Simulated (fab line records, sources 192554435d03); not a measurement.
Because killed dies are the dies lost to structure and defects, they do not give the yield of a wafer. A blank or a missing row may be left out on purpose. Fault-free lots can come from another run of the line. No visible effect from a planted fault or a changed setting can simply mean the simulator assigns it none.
Split-lot trial	flow n5_finfet	on a route of 1938 steps: 7 lots, 21 wafers read

THE SPLIT ITSELF
At N5_MOL_CONTACT_COAG_EXPOSE_81 (exposes mask VG, defocus 0 nm), the setting dose_mj was moved away from the recipe's 59.5 on 4 of the 21 wafers read, by +4.1% to +7.4%. The other wafers ran this setting at the recipe's value.

FROM THE SPLIT TO THE READING: what the file shows between them, 5 steps
- N5_MOL_CONTACT_COAG_PEB_82: peb time 60 s
- N5_MOL_CONTACT_COAG_DEVELOP_83: develop time 30 s
- N5_MOL_CONTACT_COAG_CD_MEAS_84: target cd 25.1 nm
- N5_MOL_CONTACT_COAG_PRECLEAN_144: cleans in alkaline clean, time 60 s
- N5_MOL_CONTACT_COAG_SRD_145: time 30 s

THE READING
cd_nm (nm) at N5_MOL_CONTACT_COAG_CD_MEAS_137, where the cd target is 16 nm. On this fab line, fault-free wafers typically give 15.96 nm with a standard deviation of 0.29 nm.

wafer	tool, chamber at the split	dose_mj as run	against the recipe	cd_nm, nm	against lot-mates on the recipe
L078.3	euv_scanner-02, 0	63.93	+7.4%	18.21	+2.03
L078.4	euv_scanner-02, 0	59.5	recipe	16.13	-
L078.5	euv_scanner-02, 0	59.5	recipe	16.23	-
L079.1	euv_scanner-02, 0	59.5	recipe	15.74	-
L079.4	euv_scanner-02, 0	59.5	recipe	15.89	-
L079.6	euv_scanner-02, 0	59.5	recipe	15.73	-
L082.2	euv_scanner-01, 0	59.5	recipe	15.91	-
L082.3	euv_scanner-01, 0	59.5	recipe	15.91	-
L082.6	euv_scanner-01, 0	59.5	recipe	15.98	-
L084.2	euv_scanner-02, 0	59.5	recipe	15.61	-
L084.3	euv_scanner-02, 0	59.5	recipe	16.16	-
L084.5	euv_scanner-02, 0	59.5	recipe	15.58	-
L085.2	euv_scanner-01, 0	62.33	+4.8%	16.98	+1.15
L085.3	euv_scanner-01, 0	59.5	recipe	16.04	-
L085.6	euv_scanner-01, 0	59.5	recipe	15.62	-
L090.1	euv_scanner-02, 0	59.5	recipe	15.79	-
L090.2	euv_scanner-02, 0	63.36	+6.5%	17.18	+1.41
L090.4	euv_scanner-02, 0	59.5	recipe	15.74	-
L092.2	euv_scanner-01, 0	59.5	recipe	16.05	-
L092.5	euv_scanner-01, 0	59.5	recipe	16.04	-
L092.6	euv_scanner-01, 0	61.96	+4.1%	17.25	+1.20

FIT RESULTS
A straight line over all 21 wafers: cd_nm changes by +0.265 nm for each +1% of dose_mj; r = +0.94; the points scatter about the line by 0.24 nm.
The same after taking each lot's own level away (the mean of its wafers on the recipe; 21 wafers): +0.253 nm for each +1%; r = +0.97; scatter 0.15 nm.
The reading moves by 1.9 nm for the largest change in dose_mj, on that fit.
Across the lots, their own levels run from 15.765 to 16.180 nm, a range of 1.4 times the standard deviation given above.
Hence the lot-to-lot level has little effect on the slope; both slopes agree.
Check: for one of the wafers moved furthest among these (+7.4%), held out of the fit, the line's prediction against its lot-mates is +1.78 nm. It came out at +2.03 nm against them.

THE WHOLE CHAIN: every reading that the file lists as answering this split, in the file's order
step	what it does	reading	change (the file's fit)	r (the file's)
N5_MOL_CONTACT_COAG_CD_MEAS_84	target cd 25.1 nm	cd_nm	+0.214 nm for each +1% of the setting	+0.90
N5_MOL_CONTACT_COAG_CD_MEAS_137	target cd 16 nm	cd_nm	+0.253 nm for each +1% of the setting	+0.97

FILE'S OWN FIT
cd_nm changes by +0.253 nm for each +1% of dose_mj, r = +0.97.
